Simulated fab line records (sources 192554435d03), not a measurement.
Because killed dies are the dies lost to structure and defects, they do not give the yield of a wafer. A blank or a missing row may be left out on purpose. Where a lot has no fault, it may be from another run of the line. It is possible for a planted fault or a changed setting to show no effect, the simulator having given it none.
A lot that was struck, set against a sound lot -- flow n5Finfet -- 16 steps out of a route of 1938
Sound: these wafers, L888.1, L888.3, L888.5. Struck: wafer L894.1. (L894.2, L894.5 of the same lot were not struck and are left out.) The cause comes at the end.
Order at every step that has rows: each side's tool, ch and its chambers, its first start. Under that, the readings that differ: sound wafers -- struck wafers -- difference of the means -- sigmas: that difference in standard deviations of wafers without a fault.
alike: same words and numbers on both sides, and readings whose means sit less than 2 such deviations apart. not compared: any withheld reading, any reading some wafer has no value for, any bound like >300 that may hide the same value, and any number with overlapping values for which the record gives no deviation.
A row with sigmas, a row that says differs or no value, or rows on one side alone: a step with any of these is where the two part. When numbers do not overlap yet have no deviation, they are printed without sigmas and do not part them. A reading missing from all wafers of one side parts the sides only when that side holds two or more wafers.

N5_SDB_CD_MEAS_11 targets a cd of 50 nm.
  sound on cdSem-03 ch 0, day 6 03:44; struck on cdSem-02 ch 0, day 7 07:46
  alike: cdNm
N5_SDB_OVL_MEAS_12:
  sound on overlay-01 ch 0, day 6 03:46; struck on overlay-01 ch 0, day 7 07:47
  alike: SDB_OVL
N5_SDB_INSPECT_13: inspects for defects (brightfield).
  sound on defectInspect-02, day 6 03:47; struck on defectInspect-01, day 7 07:49
  alike: rawDefectCount
then, 1 step without rows for these wafers: N5_SDB_DESCUM_16 (chemistry O2, time 7.9 s).
N5_SDB_ETCH_17: etches SiARC in CF4, target depth 23.4 nm, time 39 s.
  sound on rieDiel-03 ch 1,2,3, day 6 03:52; struck on rieDiel-01 ch 0, day 7 07:53
  alike: cf4FlowSccm, chamberPressureMTorr, drypumpMotorCurrentA, etchRfOnTimeS, oesProductAu, rfVppV, showerheadPlenumPTorr, throttleValvePct
  not compared: rfHoursCounterH
N5_SDB_ETCH_18: etches SOC in N2/H2, target depth 100 nm, overetch 20 nm, time 150 s.
  sound on rieDiel-03 ch 1,2,3, day 6 03:55; struck on rieDiel-01 ch 0, day 7 07:55
reading,sound,struck,difference,sigmas
throttleValvePct (%),18.31 18.05 17.75,17.41,-0.63,-2
  alike: chamberPressureMTorr, drypumpMotorCurrentA, oesProductAu, rfVppV, showerheadPlenumPTorr, tempC
  not compared: rfHoursCounterH
then, 1 step without rows for these wafers: N5_SDB_STRIP_19 (strips in N2/H2).
N5_SDB_STRIP_21: strips in CF4.
  sound on rieDiel-03 ch 1,2,3, day 6 04:03; struck on rieDiel-01 ch 0, day 7 08:03
  alike: cf4FlowSccm, chamberPressureMTorr, drypumpMotorCurrentA, oesProductAu, rfVppV, showerheadPlenumPTorr, throttleValvePct
  not compared: rfHoursCounterH
N5_SDB_HM_OPEN_20: chemistry CH3F/O2, target SiNx, stops on poly-Si, target depth 24 nm.
  sound on rieDiel-03 ch 1,2,3, day 6 04:04; struck on rieDiel-01 ch 0, day 7 08:04
  alike: CH3F_flow_sccm, chamberPressureMTorr, drypumpMotorCurrentA, oesProductAu, rfVppV, showerheadPlenumPTorr, throttleValvePct
  not compared: rfHoursCounterH
N5_SDB_STRIP_22: strips in N2/H2.
  sound on plasmaAsher-02 ch 0,1, day 6 04:09; struck on plasmaAsher-02 ch 0, day 7 08:09
  alike: drypumpMotorCurrentA, heaterPowerW, oesProductAu, stripTimeToEndpointS, tempC
  not compared: rfHoursCounterH
then, 2 steps without rows for these wafers: N5_SDB_PRECLEAN_23 (cleans in dHF, time 30 s); N5_SDB_DUMMY_REMOVE_24 (chemistry TMAH, target poly-Si, stops on SiO2, target depth 142 nm, time 57 s, rinse time 30 s).
N5_SDB_ETCH_25: etches SiO2 in C4F6/O2, target depth 10 nm, time 3.3 s.
  sound on rieDiel-01 ch 0,1,3, day 6 04:22; struck on rieDiel-03 ch 2, day 7 08:22
reading,sound,struck,difference,sigmas
model.etch.depthNm (nm),10.01 9.859 9.921,12.79,+2.86,
  alike: chamberPressureMTorr, drypumpMotorCurrentA, oesProductAu, rfVppV, showerheadPlenumPTorr, throttleValvePct
  not compared: rfHoursCounterH
then, 1 step without rows for these wafers: N5_SDB_CUT_ETCH_26 (etches Si in HBr/Cl2/O2, target depth 129.6 nm, bt time 20 s, time 51.8 s).
-- the record jumps here: 4 days lie between the struck wafers' starts before and after (it left off in module SDB and takes up again in module BEOL_M4, whose first step shown is number 1111 of the route) --
N5_BEOL_M4_RC_MEAS_101:
  sound on prober-02 ch 0, day 9 19:45; struck on prober-01 ch 0, day 11 14:19
  alike: DIBL_N, DIBL_P, IOFF_N, IOFF_P, ION_N, ION_P, SS_N, SS_P, VT_N, VT_P
N5_PASSIVATION_PROBE_49:
  the record has rows for the sound wafers here (prober-02, day 14 13:20) and none for the struck ones

== WHERE THEY PART ==
At N5_SDB_ETCH_18 first; at N5_PASSIVATION_PROBE_49 last (within this record only).

WHY: whatever the simulator had introduced
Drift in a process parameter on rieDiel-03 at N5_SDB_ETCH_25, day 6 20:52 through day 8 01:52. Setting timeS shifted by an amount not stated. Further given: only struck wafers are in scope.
